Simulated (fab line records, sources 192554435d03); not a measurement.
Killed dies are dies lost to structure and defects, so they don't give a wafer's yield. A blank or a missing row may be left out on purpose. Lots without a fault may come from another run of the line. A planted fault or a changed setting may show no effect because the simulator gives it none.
fab line records | flow n5_finfet
record lots=8 wafers=24 last_day=20
route steps=1938 shown BEOL_M4@1040 PASSIVATION@1936
lots that met no fault: from a run of the same line without faults
start_h: hours from the record's first day to the start of the lot's first wafer shown | wait_h: hours since the lot's step before | " the same as in the row above | L1.1+2: a row that stands for several wafers | - no value, or no start given | * or withheld: withheld | < > ~ a bound
route shown NAME@n: a module of which the file shows steps, and the number in the route of the first | usual: mean/standard deviation of fault-free wafers | same: alike in all rows | chamber/n: place in a boat | sites: the reading at each site | _std_site: their standard deviation | _edge_site: outer sites' mean less inner sites' | radius_mm: how far each site lies from the wafer's centre | mask NAME#n: copy n | behind: the tool/chamber that last shaped the wafer | hold: why the lot was held/for how many hours/how that ended | device: the transistor (n, p or np) that didn't switch | end of line: the same wafers' tests at the end of the route | a step without rows: its recipe alone | killed: dies lost to structure and defects at the first sort, not the wafer's yield | map: a wafer's dies, x killed, . not, _ none there
set.NAME: the setting as run; set.NAME@STEP: as run at that earlier step | model.NAME: the simulator's own value behind a step, which no gauge read
steps of the route over a sample of lots; a table a step, a row a wafer
services: from which hour (start_h, from the record's first day; less than 0 if before it) a tool's chamber was out of use, for how many hours, and why
## steps
# step N5_BEOL_M4_ETCH_64
# recipe chemistry=N2/H2 target=SOC target_depth_a=750 overetch_a=225 mask_material=SiARC temp_c=40 time_s=121.9 ion_energy_ev=200 pressure_mtorr=30 source_w=840 bias_w=150 n2_flow_sccm=200 h2_flow_sccm=200
# usual chamber_pressure_mTorr=30.000/0.029 drypump_motor_current_A=5.8/0.41 oes_product_au=0.57/0.06 rf_vpp_V=524.1/1.6 showerhead_plenum_p_Torr=2.55/0.053 throttle_valve_pct=17.78/0.2
# columns lot.wafer tool chamber start_h wait_h chamber_pressure_mTorr drypump_motor_current_A oes_product_au rf_hours_counter_h rf_vpp_V showerhead_plenum_p_Torr throttle_valve_pct
L823.3 rie_diel-04 3 241.26 0.0 29.968 5.4 0.51 237 526.1 2.61 18.05
L823.5 " 3 " " 29.963 5.4 0.51 - 526.3 2.61 18.05
L823.6 " 2 " " 29.987 6.3 0.54 - 523.4 2.51 17.81
L824.1 rie_diel-02 2 242.85 0.0 30.017 4.9 0.54 189 523.1 2.52 18.15
L824.5 " 0 " " 29.984 6.2 0.62 - 525.0 2.56 17.71
L824.6 " 1 " " 29.967 5.7 0.55 - 523.8 2.53 17.98
L825.3 rie_diel-05 0 249.63 0.0 30.018 6.1 0.55 157 524.5 2.54 17.86
L825.5 " 2 " " 30.003 5.7 0.53 - 522.9 2.51 17.67
L825.6 " 3 " " 29.992 5.5 0.55 - 526.5 2.63 17.80
L826.3 rie_diel-05 1 252.39 0.0 29.985 6.3 0.62 66 523.0 2.47 17.46
L826.4 " 0 " " 29.983 6.1 0.55 158 523.1 2.54 17.85
L826.6 " 2 " " 30.031 5.7 0.54 - 521.9 2.51 17.69
L827.2 rie_diel-04 3 259.74 0.0 30.027 5.3 0.50 246 523.8 2.61 18.05
L827.3 " 2 " " 30.011 6.2 0.55 216 523.6 2.51 17.83
L827.6 " 2 " " 29.989 6.2 0.55 - 523.6 2.51 17.84
L838.1 rie_diel-02 3 323.20 0.0 29.994 5.8 0.68 21 526.3 2.60 17.71
L838.2 " 1 " " 30.051 5.7 0.52 233 522.5 2.51 18.03
L838.6 " 0 " " 30.003 6.2 0.60 - 523.7 2.55 17.79
L836.1 rie_diel-04 1 340.10 0.0 30.013 5.3 0.71 10 526.3 2.61 17.42
L836.4 " 3 " " 29.967 5.4 0.70 19 525.9 2.60 17.68
L836.6 " 1 " " 30.052 5.4 0.71 - 524.5 2.61 17.44
L837.1 rie_diel-04 1 343.64 0.0 29.985 5.3 0.71 11 526.4 2.60 17.44
L837.3 " 2 " " 29.992 6.2 0.53 244 523.1 2.50 17.89
L837.6 " 0 " " 30.003 6.0 0.66 - 520.9 2.49 17.47
# step N5_BEOL_M4_VIA_ETCH_34
# recipe chemistry=C4F6/O2 target_depth_a=694 mask_material=SOC pressure_mtorr=15 ion_energy_ev=250 taper_deg=4 time_s=65.9 source_w=350 bias_w=170 Ar_flow_sccm=300 C4F6_flow_sccm=10 O2_flow_sccm=10
# usual chamber_pressure_mTorr=15.001/0.014 drypump_motor_current_A=5.7/0.43 oes_product_au=0.77/0.097 rf_vpp_V=668/5.5 run_length_s=89.1/0.47 showerhead_plenum_p_Torr=2.85/0.051 throttle_valve_pct=30.73/0.2
# columns lot.wafer tool chamber start_h wait_h chamber_pressure_mTorr drypump_motor_current_A oes_product_au rf_hours_counter_h rf_vpp_V run_length_s showerhead_plenum_p_Torr throttle_valve_pct
L823.3 rie_diel-02 1 270.51 0.0 14.999 5.7 0.70 214 674 89.5 2.83 31.00
L823.5 " 0 " " 15.024 6.2 0.80 - 671 89.0 2.86 30.69
L823.6 " 1 " " 15.026 5.7 0.70 - 674 89.5 2.83 30.99
L824.1 rie_diel-02 0 270.99 0.0 15.003 6.2 0.82 100 671 89.2 2.86 30.69
L824.5 " 2 " " 15.007 4.9 0.71 - 672 88.4 2.82 31.01
L824.6 " 1 " " 14.969 5.7 0.71 - 674 89.4 2.83 31.00
L825.3 rie_diel-02 3 275.05 0.0 15.015 5.8 0.98 3 668 88.2 2.90 30.58
L825.5 " 0 " " 15.033 6.2 0.80 - 670 89.0 2.86 30.70
L825.6 " 3 " " 15.010 5.8 0.98 - 667 88.7 2.90 30.58
L826.3 rie_diel-05 1 282.56 0.0 14.993 6.3 0.82 77 671 89.6 2.76 30.46
L826.4 " 2 " " 14.982 5.7 0.70 235 666 89.4 2.81 30.60
L826.6 " 3 " " 14.994 5.5 0.72 - 666 88.5 2.93 30.61
L827.2 rie_diel-04 2 291.78 0.0 14.993 6.3 0.71 225 667 89.0 2.80 30.61
L827.3 " 0 " " 15.019 6.0 0.93 7 666 88.7 2.79 30.37
L827.6 " 3 " " 14.997 5.3 0.98 - 654 89.6 2.92 30.79
L838.1 rie_diel-04 2 343.13 0.0 15.009 6.3 0.70 244 666 89.1 2.80 30.64
L838.2 " 0 " " 15.000 6.0 0.89 27 666 88.6 2.78 30.37
L838.6 " 1 " " 15.008 5.4 0.92 - 672 89.7 2.91 30.47
L837.1 rie_diel-02 1 353.48 0.0 14.997 5.7 0.68 244 674 89.6 2.81 31.03
L837.3 " 3 " " 15.003 5.8 0.89 31 667 88.2 2.89 30.60
L837.6 " 3 " " 14.992 5.8 0.89 - 666 88.5 2.89 30.59
L836.1 rie_diel-02 1 359.70 0.0 14.996 5.7 0.68 246 672 89.8 2.81 31.04
L836.4 " 0 " " 15.036 6.2 0.77 131 672 89.2 2.84 30.72
L836.6 " 2 " " 14.996 4.9 0.68 - 671 88.3 2.81 31.06
# step N5_BEOL_M4_TRENCH_ETCH_37
# recipe chemistry=C4F6/O2 target_depth_a=555.55 target=SiOC time_s=29.2 ion_energy_ev=250 pressure_mtorr=30 source_w=355 bias_w=185 Ar_flow_sccm=300 C4F6_flow_sccm=10 O2_flow_sccm=10
# usual chamber_pressure_mTorr=30.000/0.026 drypump_motor_current_A=5.7/0.43 oes_product_au=0.77/0.098 rf_vpp_V=668/5.6 run_length_s=52.5/0.48 showerhead_plenum_p_Torr=2.86/0.051 throttle_valve_pct=20.85/0.2
# columns lot.wafer tool chamber start_h wait_h chamber_pressure_mTorr drypump_motor_current_A oes_product_au rf_hours_counter_h rf_vpp_V run_length_s showerhead_plenum_p_Torr throttle_valve_pct
L823.3 rie_diel-02 1 270.61 - 29.976 5.7 0.70 214 673 52.9 2.83 21.07
L823.5 " 0 " " 30.008 6.2 0.81 - 671 52.7 2.86 20.78
L823.6 " 1 " " 29.996 5.7 0.70 - 673 52.9 2.83 21.07
L824.1 rie_diel-02 0 271.09 - 30.041 6.2 0.81 100 672 52.5 2.86 20.80
L824.5 " 2 " " 29.942 4.9 0.70 - 673 52.0 2.83 21.17
L824.6 " 1 " " 30.017 5.7 0.71 - 676 52.6 2.83 21.04
L825.3 rie_diel-02 3 275.15 - 30.003 5.8 0.99 3 667 51.7 2.91 20.65
L825.5 " 0 " " 30.007 6.3 0.81 - 672 52.5 2.86 20.80
L825.6 " 3 " " 30.000 5.8 0.98 - 667 51.9 2.91 20.65
L826.3 rie_diel-05 1 282.66 - 29.989 6.3 0.81 77 671 52.6 2.76 20.59
L826.4 " 2 " " 30.015 5.7 0.70 235 663 52.9 2.82 20.77
L826.6 " 3 " " 30.032 5.5 0.71 - 665 51.9 2.94 20.83
L827.2 rie_diel-04 2 291.88 - 29.965 6.2 0.71 225 665 52.4 2.81 20.86
L827.3 " 0 " " 29.999 6.0 0.93 8 665 52.3 2.80 20.44
L827.6 " 3 " " 30.007 5.4 0.98 - 654 52.6 2.92 20.75
L838.1 rie_diel-04 2 343.23 - 30.021 6.2 0.70 244 666 52.8 2.80 20.90
L838.2 " 0 " " 29.992 6.0 0.88 28 664 52.2 2.79 20.45
L838.6 " 1 " " 30.024 5.3 0.93 - 673 52.9 2.91 20.49
L837.1 rie_diel-02 1 353.58 - 30.047 5.7 0.69 244 672 51.0 2.82 21.11
L837.3 " 3 " " 30.014 5.8 0.90 31 665 51.5 2.89 20.67
L837.6 " 3 " " 30.021 5.8 0.89 - 667 51.6 2.89 20.69
L836.1 rie_diel-02 1 359.81 - 29.995 5.7 0.68 246 673 51.0 2.82 21.12
L836.4 " 0 " " 30.017 6.2 0.77 131 671 52.7 2.85 20.84
L836.6 " 2 " " 29.997 4.9 0.69 - 672 51.8 2.81 21.20
# step N5_BEOL_M4_OCD_MEAS_38
# usual trench_depth_nm=55.5/0.77
# columns lot.wafer tool chamber start_h wait_h trench_depth_nm
L823.3 ocd-02 - 270.77 - 54.9
L823.5 " - " " 55.2
L823.6 " - " " 55.2
L824.1 ocd-01 - 271.24 - 54.9
L824.5 " - " " 55.4
L824.6 " - " " 55.8
L825.3 ocd-02 - 275.30 - 57.2
L825.5 " - " " 56.4
L825.6 " - " " 56.5
L826.3 ocd-02 - 282.82 - 56.0
L826.4 " - " " 55.4
L826.6 " - " " 55.2
L827.2 ocd-02 - 292.03 - 55.6
L827.3 " - " " 56.5
L827.6 " - " " 56.5
L838.1 ocd-02 - 343.39 - 55.3
L838.2 " - " " 56.3
L838.6 " - " " 55.7
L837.1 ocd-02 - 353.73 - 52.5
L837.3 " - " " 56.3
L837.6 " - " " 55.9
L836.1 ocd-01 - 359.96 - 52.2
L836.4 " - " " 55.1
L836.6 " - " " 54.7
# step N5_BEOL_M4_PRE_CLEAN_45
# recipe gas=H2/He time_s=30 temp_c=250
# usual heater_power_w=333/28 susceptor_temp_C=250.00/0.18
# columns lot.wafer tool chamber start_h wait_h heater_power_w susceptor_temp_C
L823.3 pvd_sputter-02 - 271.59 0.0 334 249.91
L823.5 " - " " 349 250.08
L823.6 " - " " 314 250.01
L824.1 pvd_sputter-03 - 271.86 0.0 293 250.17
L824.5 " - " " 371 250.02
L824.6 " - " " 302 249.87
L825.3 pvd_sputter-03 - 275.80 0.0 297 249.97
L825.5 " - " " 357 249.74
L825.6 " - " " 293 249.82
L826.3 pvd_sputter-03 - 283.77 0.0 356 250.25
L826.4 " - " " 368 250.15
L826.6 " - " " 362 250.22
L827.2 pvd_sputter-03 - 292.29 0.0 359 249.95
L827.3 " - " " 301 250.00
L827.6 " - " " 353 250.19
L838.1 pvd_sputter-03 - 343.70 0.0 367 249.70
L838.2 " - " " 295 249.82
L838.6 " - " " 307 250.00
L837.1 pvd_sputter-02 - 354.47 0.0 327 250.30
L837.3 " - " " 310 249.82
L837.6 " - " " 348 250.41
L836.1 pvd_sputter-01 - 360.36 0.0 298 250.10
L836.4 " - " " 374 250.12
L836.6 " - " " 340 250.14
# step N5_BEOL_M4_RC_MEAS_101
# usual DIBL_N=36.0/1.3 DIBL_P=36.2/1.7 IOFF_N=0.155/0.024 IOFF_P=0.21/0.034 ION_N=674/9 ION_P=463/7.1 SS_N=71.4/0.5 SS_P=73.4/0.57 VT_N=250.0/2.8 VT_P=-251/3.2
# columns lot.wafer tool chamber start_h wait_h DIBL_N[mV/V] DIBL_P[mV/V] IOFF_N[nA/um] IOFF_P[nA/um] ION_N[uA/um] ION_P[uA/um] SS_N[mV/dec] SS_P[mV/dec] VT_N[mV] VT_P[mV]
L823.3 prober-02 0 275.80 0.3 36.0 37.5 0.157 0.21 672 459 71.7 73.4 250.7 -251
L823.5 " 0 " " 35.0 35.7 0.144 0.18 667 452 71.4 73.0 251.3 -252
L823.6 " 0 " " 35.2 36.4 0.153 0.19 678 462 70.7 74.2 250.9 -251
L824.1 prober-01 0 276.14 0.0 37.8 37.2 0.186 0.20 682 457 72.0 73.3 248.8 -254
L824.5 " 0 " " 35.8 35.1 0.156 0.18 681 458 70.8 73.1 248.2 -255
L824.6 " 0 " " 36.3 35.3 0.159 0.18 671 460 70.4 73.6 250.2 -255
L825.3 prober-02 0 281.25 0.3 37.5 39.4 0.196 0.24 679 463 72.0 74.1 245.8 -251
L825.5 " 0 " " 38.5 40.3 0.211 0.26 686 470 72.0 74.4 245.1 -248
L825.6 " 0 " " 37.3 38.6 0.194 0.23 689 464 71.0 74.2 244.4 -250
L826.3 prober-01 0 289.16 0.3 35.9 37.4 0.173 0.21 678 460 71.4 73.1 248.6 -249
L826.4 " 0 " " 33.2 34.1 0.126 0.17 670 463 70.8 72.8 253.2 -251
L826.6 " 0 " " 36.0 37.1 0.177 0.22 688 471 71.2 73.1 248.4 -249
L827.2 prober-01 0 295.89 0.2 32.6 33.0 0.126 0.17 665 462 70.7 72.7 251.9 -253
L827.3 " 0 " " 34.1 34.6 0.147 0.19 671 461 71.9 73.3 247.8 -251
L827.6 " 0 " " 34.0 34.4 0.142 0.19 668 451 71.4 73.1 248.8 -250
L838.1 prober-01 0 347.71 0.0 35.7 34.9 0.135 0.20 676 464 70.9 73.0 251.9 -251
L838.2 " 0 " " 34.8 34.3 0.120 0.19 668 464 71.0 72.4 255.6 -249
L838.6 " 0 " " 34.3 34.5 0.121 0.19 664 464 70.4 72.5 253.3 -250
L837.1 prober-01 0 358.50 0.0 34.6 34.0 0.126 0.16 657 447 70.6 73.1 257.1 -257
L837.3 " 0 " " 33.5 33.6 0.124 0.16 658 453 71.5 72.0 253.6 -256
L837.6 " 0 " " 33.9 33.6 0.121 0.16 655 453 71.5 73.2 253.1 -256
L836.1 prober-01 0 373.59 0.0 34.7 32.5 0.112 0.16 663 452 71.0 73.3 256.1 -255
L836.4 " 0 " " 35.3 34.4 0.135 0.18 673 460 70.2 72.5 253.0 -251
L836.6 " 0 " " 35.4 33.5 0.127 0.17 668 458 70.6 72.5 254.5 -253
# step N5_PASSIVATION_PROBE_49
# usual defect_limited_yield=90.8/1.7 killed_at_M0_to_M3=37/12 killed_at_M4_up=15/5.6 killed_at_contacts=13/6.9 killed_at_front_end=40/11 killed_at_other=4/3.2 killed_dies=109/20 killed_open=73/15 killed_short=35/8.3 sort_bin_5_function=5.4/1.1 sort_bin_6_memory=3.5/0.73 sort_n_pass=1071/20 sort_yield_pct=90.8/1.7
# same gross_dies=1180 killed_at_back_side=0 sort_bin_4_leakage[%]=0 sort_bin_8_speed[%]=0
# columns lot.wafer tool chamber start_h wait_h defect_limited_yield[%] killed_at_M0_to_M3 killed_at_M4_up killed_at_contacts killed_at_front_end killed_at_other killed_dies killed_open killed_short sort_bin_5_function[%] sort_bin_6_memory[%] sort_n_pass sort_yield_pct[%]
L824.1 prober-01 - 380.74 0.0 90.0 34 15 4 65 0 118 80 37 5.5 4.1 1062 90.0
L824.5 prober-01 - 380.94 0.2 89.2 54 17 5 46 5 127 86 35 6.4 3.9 1053 89.2
L824.6 prober-01 - 380.99 0.3 89.7 47 19 7 46 2 121 84 36 5.1 4.4 1059 89.7
L823.3 prober-01 - 387.63 0.1 91.1 20 12 8 63 2 105 79 24 5.0 3.6 1075 91.1
L823.5 prober-01 - 387.73 0.2 90.4 38 8 13 50 4 113 71 42 5.7 3.7 1067 90.4
L823.6 prober-01 - 387.78 0.3 91.5 26 9 8 53 4 100 61 37 5.4 2.8 1080 91.5
L825.3 prober-01 - 398.08 0.1 89.9 72 8 15 22 2 119 82 36 5.4 4.0 1061 89.9
L825.5 prober-01 - 398.18 0.2 87.5 74 17 12 45 0 148 104 43 7.6 4.7 1032 87.5
L825.6 prober-01 - 398.23 0.3 87.5 73 4 9 53 8 147 103 44 7.5 4.7 1033 87.5
L826.3 prober-02 - 407.03 0.4 91.9 27 15 15 38 1 96 60 35 4.9 3.0 1084 91.9
L826.4 prober-02 - 407.08 0.4 91.3 38 13 10 41 1 103 69 34 5.1 3.1 1077 91.3
L826.6 prober-02 - 407.18 0.5 88.8 40 8 12 65 7 132 84 48 7.0 3.9 1048 88.8
L838.1 prober-02 - 454.25 0.0 91.4 15 20 26 39 1 101 69 32 4.7 3.8 1079 91.4
L838.2 prober-02 - 454.30 0.1 90.3 32 17 19 42 4 114 85 28 5.3 4.1 1066 90.3
L838.6 prober-02 - 454.50 0.3 89.5 28 22 14 58 2 124 91 30 5.9 4.2 1056 89.5
L837.1 prober-02 - 464.55 0.0 92.9 29 11 14 23 7 84 50 34 4.4 2.3 1096 92.9
L837.3 prober-02 - 464.65 0.1 92.5 28 16 8 33 4 89 57 31 4.1 3.2 1091 92.5
L837.6 prober-02 - 464.80 0.3 93.0 24 8 4 36 11 83 50 33 3.8 2.9 1097 93.0
# killed by level:class
L824.1 BEOL_M3:geometric_particle:open=18 STI_FIN_REVEAL:geometric_particle:open=17 FIN_SAQP:geometric_particle:short=15 FIN_SAQP:geometric_particle:open=9 DUMMY_GATE:geometric_particle:open=7 STI_FIN_REVEAL:geometric_particle:short=7 BEOL_M4:geometric_particle:open=6 MOL_CONTACT_COAG:geometric_particle:open=4
L824.5 STI_FIN_REVEAL:geometric_particle:open=20 BEOL_M3:geometric_particle:open=13 BEOL_M2:geometric_particle:open=11 BEOL_M0_SAQP:geometric_particle:short=10 BEOL_M0_SAQP:geometric_particle:open=6 BEOL_M1:geometric_particle:open=6 BEOL_M4:geometric_particle:open=6 FIN_SAQP:geometric_particle:short=5
L824.6 BEOL_M2:geometric_particle:open=16 FIN_SAQP:geometric_particle:short=13 BEOL_M4:geometric_particle:open=13 FIN_SAQP:geometric_particle:open=12 BEOL_M0_SAQP:geometric_particle:open=9 STI_FIN_REVEAL:geometric_particle:open=6 MOL_CONTACT_COAG:geometric_particle:open=6 BEOL_M3:geometric_particle:open=5
L823.3 FIN_SAQP:geometric_particle:open=24 FIN_SAQP:geometric_particle:short=10 STI_FIN_REVEAL:geometric_particle:open=9 MOL_CONTACT_COAG:geometric_particle:open=8 BEOL_M4:geometric_particle:open=6 BEOL_M2:geometric_particle:open=5 GATE_CUT:geometric_particle:short=5 DUMMY_GATE:geometric_particle:open=4
L823.5 STI_FIN_REVEAL:geometric_particle:open=12 MOL_CONTACT_COAG:geometric_particle:open=10 BEOL_M3:geometric_particle:open=10 FIN_SAQP:geometric_particle:short=6 GATE_CUT:geometric_particle:short=6 BEOL_M0_SAQP:geometric_particle:short=6 FIN_SAQP:geometric_particle:open=5 STI_FIN_REVEAL:geometric_particle:short=5
L823.6 FIN_SAQP:geometric_particle:open=9 STI_FIN_REVEAL:geometric_particle:open=9 FIN_SAQP:geometric_particle:short=7 GATE_CUT:geometric_particle:short=6 MOL_CONTACT_COAG:geometric_particle:open=6 BEOL_M4:geometric_particle:open=5 BEOL_M2:geometric_particle:open=5 DUMMY_GATE:geometric_particle:open=4
L825.3 BEOL_M2:geometric_particle:open=21 BEOL_M3:geometric_particle:open=17 MOL_CONTACT_COAG:geometric_particle:open=12 BEOL_M0_SAQP:geometric_particle:short=11 BEOL_M0_SAQP:geometric_particle:open=10 FIN_SAQP:geometric_particle:short=4 STI_FIN_REVEAL:geometric_particle:open=4 DUMMY_GATE:geometric_particle:open=4
L825.5 BEOL_M2:geometric_particle:open=21 BEOL_M3:geometric_particle:open=19 MOL_CONTACT_COAG:geometric_particle:open=11 STI_FIN_REVEAL:geometric_particle:open=10 BEOL_M0_SAQP:geometric_particle:open=9 BEOL_M0_SAQP:geometric_particle:short=9 BEOL_M4:geometric_particle:open=8 FIN_SAQP:geometric_particle:short=6
L825.6 BEOL_M2:geometric_particle:open=24 BEOL_M0_SAQP:geometric_particle:open=14 FIN_SAQP:geometric_particle:open=13 STI_FIN_REVEAL:geometric_particle:open=12 BEOL_M0_SAQP:geometric_particle:short=9 BEOL_M2:geometric_particle:short=9 MOL_CONTACT_COAG:geometric_particle:open=8 BEOL_M3:geometric_particle:open=7
L826.3 BEOL_M3:geometric_particle:open=9 MOL_CONTACT_COAG:geometric_particle:short=8 FIN_SAQP:geometric_particle:open=7 MOL_CONTACT_COAG:geometric_particle:open=7 DUMMY_GATE:geometric_particle:open=6 BEOL_M0_SAQP:geometric_particle:open=6 STARTING-WAFER:geometric_particle:short=6 STI_FIN_REVEAL:geometric_particle:open=5
L826.4 BEOL_M3:geometric_particle:open=15 FIN_SAQP:geometric_particle:short=9 FIN_SAQP:geometric_particle:open=9 MOL_CONTACT_COAG:geometric_particle:open=9 STI_FIN_REVEAL:geometric_particle:open=6 BEOL_M2:geometric_particle:open=5 BEOL_M0_SAQP:geometric_particle:open=5 BEOL_M3:geometric_particle:short=5
L826.6 STI_FIN_REVEAL:geometric_particle:open=22 FIN_SAQP:geometric_particle:short=13 BEOL_M0_SAQP:geometric_particle:short=12 FIN_SAQP:geometric_particle:open=10 BEOL_M0_SAQP:geometric_particle:open=9 MOL_CONTACT_COAG:geometric_particle:open=7 BEOL_M2:geometric_particle:open=6 MOL_CONTACT_COAG:geometric_particle:short=5
L838.1 MOL_CONTACT_COAG:geometric_particle:open=22 STI_FIN_REVEAL:geometric_particle:open=11 DUMMY_GATE:geometric_particle:open=6 BEOL_M4:geometric_particle:open=6 GATE_CUT:geometric_particle:short=5 BEOL_M6:geometric_particle:open=5 MOL_CONTACT_COAG:geometric_particle:short=4 BEOL_M1:geometric_particle:open=4
L838.2 MOL_CONTACT_COAG:geometric_particle:open=18 BEOL_M3:geometric_particle:open=11 FIN_SAQP:geometric_particle:open=6 STI_FIN_REVEAL:geometric_particle:open=6 DUMMY_GATE:geometric_particle:open=6 BEOL_M0_SAQP:geometric_particle:open=6 BEOL_M4:geometric_particle:open=6 ILD0:geometric_particle:open=5
L838.6 STI_FIN_REVEAL:geometric_particle:open=22 FIN_SAQP:geometric_particle:open=12 BEOL_M4:geometric_particle:open=12 MOL_CONTACT_COAG:geometric_particle:open=10 FIN_SAQP:geometric_particle:short=9 BEOL_M0_SAQP:geometric_particle:open=8 BEOL_M2:geometric_particle:open=7 BEOL_M3:geometric_particle:open=5
L837.1 MOL_CONTACT_COAG:geometric_particle:open=14 BEOL_M0_SAQP:geometric_particle:short=10 BEOL_M0_SAQP:geometric_particle:open=10 FIN_SAQP:geometric_particle:short=9 BEOL_M1:geometric_particle:open=5 BEOL_M4:geometric_particle:open=4 FIN_SAQP:geometric_particle:open=3 DUMMY_GATE:geometric_particle:open=3
L837.3 FIN_SAQP:geometric_particle:open=7 MOL_CONTACT_COAG:geometric_particle:open=7 BEOL_M4:geometric_particle:open=6 FIN_SAQP:geometric_particle:short=5 BEOL_M1:geometric_particle:open=5 BEOL_M2:geometric_particle:open=5 STARTING-WAFER:geometric_particle:short=5 ILD0:geometric_particle:open=4
L837.6 ILD0:geometric_particle:short=7 GATE_CUT:geometric_particle:short=6 BEOL_M0_SAQP:geometric_particle:short=6 BEOL_M0_SAQP:geometric_particle:open=5 BEOL_M1:geometric_particle:open=5 FIN_SAQP:geometric_particle:open=4 MIM_BOT:geometric_particle:open=4 DUMMY_GATE:geometric_particle:open=3
## services
# columns tool chamber start_h hours kind
rie_diel-04 3 230.56 7.6 repair
rie_diel-02 3 237.75 - clean
rie_diel-02 3 237.75 - consumable_replace:esc
rie_diel-02 3 237.75 - consumable_replace:focus_ring
rie_diel-02 3 237.75 29.9 scheduled_down
rie_diel-02 3 237.75 29.9 vent_cycle
rie_diel-04 0 244.50 - clean
rie_diel-04 0 244.50 - consumable_replace:focus_ring
rie_diel-04 0 244.50 19.1 scheduled_down
rie_diel-04 0 244.50 19.1 vent_cycle
rie_diel-04 2 263.68 2.8 repair
rie_diel-04 3 271.32 - clean
rie_diel-04 3 271.32 - consumable_replace:focus_ring
rie_diel-04 3 271.32 13.8 scheduled_down
rie_diel-04 3 271.32 13.8 vent_cycle
rie_diel-04 - 278.67 4.3 pm
rie_diel-04 1 290.93 - clean
rie_diel-04 1 290.93 - consumable_replace:focus_ring
rie_diel-04 1 290.93 23.5 scheduled_down
rie_diel-04 1 290.93 23.5 vent_cycle
rie_diel-05 1 302.74 4.3 repair
rie_diel-02 2 303.28 3.9 repair
rie_diel-05 2 328.20 - clean
rie_diel-05 2 328.20 - consumable_replace:focus_ring
## key
first_sign step=N5_BEOL_M4_TRENCH_ETCH_37 reading=run_length_s direction=down sigmas=3.2 usual=* struck=*
effect step=N5_BEOL_M4_OCD_MEAS_38 reading=trench_depth_nm direction=down sigmas=4.2 usual=55.5 struck=52.3
met_at N5_BEOL_M4_TRENCH_ETCH_37
struck_lots L836,L837
struck_wafers L836.1,L837.1
not_acting_at N5_BEOL_M4_ETCH_64,N5_BEOL_M4_VIA_ETCH_34,N5_BEOL_M4_PRE_CLEAN_45
onset_between 275.15 353.58
fault kind=process_parameter_drift tool=rie_diel-02 chamber=- onset_h=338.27 steps=N5_BEOL_M4_TRENCH_ETCH_37 channel=time_s offset=* shape=step end_h=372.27 scope=struck_wafers_only acts_in=* stated=*
